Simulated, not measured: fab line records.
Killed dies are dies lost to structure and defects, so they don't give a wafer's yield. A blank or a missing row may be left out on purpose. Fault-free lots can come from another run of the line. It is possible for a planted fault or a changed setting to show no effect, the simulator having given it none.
A lot that was struck, set against a sound lot :: flow n5_finfet :: 21 out of 1938 route steps
Sound: wafers L656.2, L656.3, L656.6. Wafers struck: L642.1, L642.4, L642.6. Last of all comes the cause.
Order at every step that has rows: each side's tool, ch and its chambers, its first start. Under that, the readings that differ: sound wafers :: struck wafers :: difference of the means :: sigmas: that difference in standard deviations of wafers without a fault.
alike: same words and numbers on both sides, and readings whose means sit less than 2 such deviations apart. not compared: any withheld reading, any reading some wafer has no value for, any bound like >300 that may hide the same value, and any number with overlapping values for which the record gives no deviation.
A row with sigmas, a row that says differs or no value, or rows on one side alone: a step with any of these is where the two part. Non-overlapping numbers with no deviation appear without sigmas and do not part them. A reading missing from all wafers of one side parts the sides only when that side holds two or more wafers.

first, 6 steps without rows for these wafers: N5_BEOL_M4_COAT_05 (resist thk 30 nm); N5_BEOL_M4_EBR_07; N5_BEOL_M4_SOFTBAKE_06 (time 60 s); N5_BEOL_M4_EXPOSE_08 (exposes mask M4); N5_BEOL_M4_PEB_09 (peb time 60 s); N5_BEOL_M4_DEVELOP_10 (develop time 30 s).
N5_BEOL_M4_CD_MEAS_11: target cd 16.79 nm.
  sound on cd_sem-03 ch 0, day 13 06:08; struck on cd_sem-01 ch 0, day 9 10:32
  alike: cd_nm
N5_BEOL_M4_OVL_MEAS_12:
  sound on overlay-02 ch 0, day 13 06:10; struck on overlay-02 ch 0, day 9 10:34
  alike: M4_OVL
N5_BEOL_M4_INSPECT_13: inspects for defects (brightfield).
  sound on defect_inspect-01 at day 13 06:14; struck on defect_inspect-02 at day 9 10:38
  alike: raw_defect_count
N5_BEOL_M4_DESCUM_16: chemistry O2, time 7 s.
  sound on rie_diel-02 ch 0,1,2, day 13 06:16; struck on rie_diel-02 ch 0,1, day 9 10:40
  alike: drypump_motor_current_A, oes_product_au, rf_vpp_V, showerhead_plenum_p_Torr, throttle_valve_pct
  not compared: rf_hours_counter_h
N5_BEOL_M4_ETCH_74: etches underlayer in N2/H2, target depth 6.5 nm, time 5.2 s.
  sound on rie_diel-02 ch 0,1,2, day 13 06:18; struck on rie_diel-02 ch 0,1, day 9 10:42
  alike: bias_w, chamber_pressure_mTorr, drypump_motor_current_A, etch_rf_on_time_s, oes_product_au, rf_vpp_V, showerhead_plenum_p_Torr, throttle_valve_pct
  not compared: rf_hours_counter_h
N5_BEOL_M4_ETCH_63: etches SiARC in CF4, target depth 15.6 nm, time 26 s.
  sound on rie_diel-02 ch 0,1,2, day 13 06:19; struck on rie_diel-02 ch 0,1, day 9 10:43
  alike: bias_w, cf4_flow_sccm, drypump_motor_current_A, etch_rf_on_time_s, oes_product_au, rf_vpp_V, showerhead_plenum_p_Torr, throttle_valve_pct
  not compared: rf_hours_counter_h
N5_BEOL_M4_ETCH_64: etches SOC in N2/H2, target depth 75 nm, overetch 22.5 nm, time 121.9 s.
  sound on rie_diel-02 ch 0,1,2, day 13 06:20; struck on rie_diel-02 ch 0,1, day 9 10:45
  no value came back on the struck wafers for any of 7 readings (bias_w (W), chamber_pressure_mTorr (mTorr) and others); on the sound wafers bias_w (W) reads 150.5 149.9 149.7
reading: model.CAR-EUV_of_BEOL_M4_COAT_05.thk_nm (nm)
sound: 0 0 0
struck: 11 11 11
difference: +11
sigmas: 

reading: model.SiARC_of_BEOL_M4_COAT_62.thk_nm (nm)
sound: 6.2 6 6.6
struck: 12 12 12
difference: +6
sigmas: 

reading: model.underlayer_of_BEOL_M4_COAT_73.thk_nm (nm)
sound: 0 0 0
struck: 5 5 5
difference: +5
sigmas: 
  not compared: rf_hours_counter_h
then, 2 steps without rows for these wafers: N5_BEOL_M4_STRIP_65 (strips in N2/H2); N5_BEOL_M4_STRIP_75 (strips in N2/H2).
N5_BEOL_M4_STRIP_66: strips in CF4.
  sound on rie_diel-02 ch 0,1,2, day 13 06:29; struck on rie_diel-02 ch 0,1, day 9 10:53
  alike: cf4_flow_sccm, drypump_motor_current_A, oes_product_au, rf_vpp_V, showerhead_plenum_p_Torr, throttle_valve_pct
  not compared: rf_hours_counter_h
N5_BEOL_M4_HM_OPEN_17: chemistry Cl2/BCl3, target TiN, target depth 20 nm, overetch 6 nm.
  sound on rie_metal-01 ch 0,1, day 13 06:31; struck on rie_metal-02 ch 0,1, day 9 10:55
reading: oes_product_au (a.u.)
sound: 0.74 0.72 0.73
struck: 0.24 0.25 0.26
difference: -0.48
sigmas: -5

reading: throttle_valve_pct (%)
sound: 21.91 22.48 22.48
struck: 22.92 22.90 22.62
difference: +0.52
sigmas: +2
  alike: drypump_motor_current_A
  not compared: rf_hours_counter_h
N5_BEOL_M4_STRIP_19: strips in O2.
  sound on rie_diel-04 ch 1,3, day 13 06:38; struck on rie_diel-01 ch 0,1,3, day 9 11:03
  alike: drypump_motor_current_A, oes_product_au, rf_vpp_V, showerhead_plenum_p_Torr, throttle_valve_pct
  not compared: rf_hours_counter_h
N5_BEOL_M4_CD_MEAS_18: pitch 36 nm, target cd 18 nm.
  sound on cd_sem-03 at day 13 06:42; struck on cd_sem-03 at day 9 11:07
reading: cd_nm (nm)
sound: 18.1 17.9 17.4
struck: - - -
difference: no value on the struck wafers
sigmas: 
then, 1 step without rows for these wafers: N5_BEOL_M4_COAT_67 (time 60 s, resist thk 60 nm).
N5_BEOL_M4_RC_MEAS_101:
  the record has rows for the sound wafers here (prober-01 ch 0, day 13 14:33) and none for the struck ones

== WHERE THEY PART ==
At N5_BEOL_M4_ETCH_64 first; at N5_BEOL_M4_RC_MEAS_101 last (within this record only).

WHY: whatever the simulator had introduced
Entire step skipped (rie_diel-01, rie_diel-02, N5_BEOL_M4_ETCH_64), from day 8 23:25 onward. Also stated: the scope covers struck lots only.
